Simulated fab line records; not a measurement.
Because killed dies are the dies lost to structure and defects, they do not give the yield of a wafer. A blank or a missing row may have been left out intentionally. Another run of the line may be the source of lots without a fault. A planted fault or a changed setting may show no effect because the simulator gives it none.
Chamber matching | flow nandHarc | 3 sister chambers for NHARC_A_CONTACT_DEP_58 on pecvd-03
The step deposits SiON, target thk 90 nm. 6 wafers are shown with their chamber, then 9 later ones without.

== WAFERS WITH THEIR CHAMBER ==
wafer  | chamber | heaterPowerW (W)
L084.4 | 1       | 896
L084.5 | 2       | 806
L084.6 | 0       | 698
L087.1 | 1       | 919
L087.2 | 2       | 833
L087.3 | 0       | 743

== WAFERS WITHOUT THEIR CHAMBER ==
wafer  | heaterPowerW (W)
L093.1 | 710
L093.3 | 765
L093.4 | 704
L095.1 | 702
L095.2 | 922
L095.6 | 925
L095.3 | 663
L095.4 | 682
L095.5 | 705

== CHAMBER TAKEN BY EACH ==
wafer  | from the rows above     | in truth
L093.1 | 0                       | 0
L093.3 | can't be placed: 0 or 2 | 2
L093.4 | 0                       | 0
L095.1 | 0                       | 0
L095.2 | 1                       | 1
L095.6 | 1                       | 1
L095.3 | 0                       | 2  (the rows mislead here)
L095.4 | 0                       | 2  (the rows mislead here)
L095.5 | 0                       | 0
Correct placement for 6 of the 9. These rows do not allow placing 1 (true chamber among the candidates in 1). Wrongly placed: 2.
How it was worked out, from the rows above alone: a wafer's distance from a chamber is the root of the sum, over the readings, of the square of ((its reading less the chamber's mean) divided by the reading's scatter). The wafer belongs to the nearest chamber; if the next one is less than 2 further off, it can't be placed. For every chamber, the mean is computed from those of its wafers that are shown. The scatter is the square root of a quotient: the sum, over the shown wafers, of each reading's squared deviation from its chamber's mean, divided by wafers minus chambers.
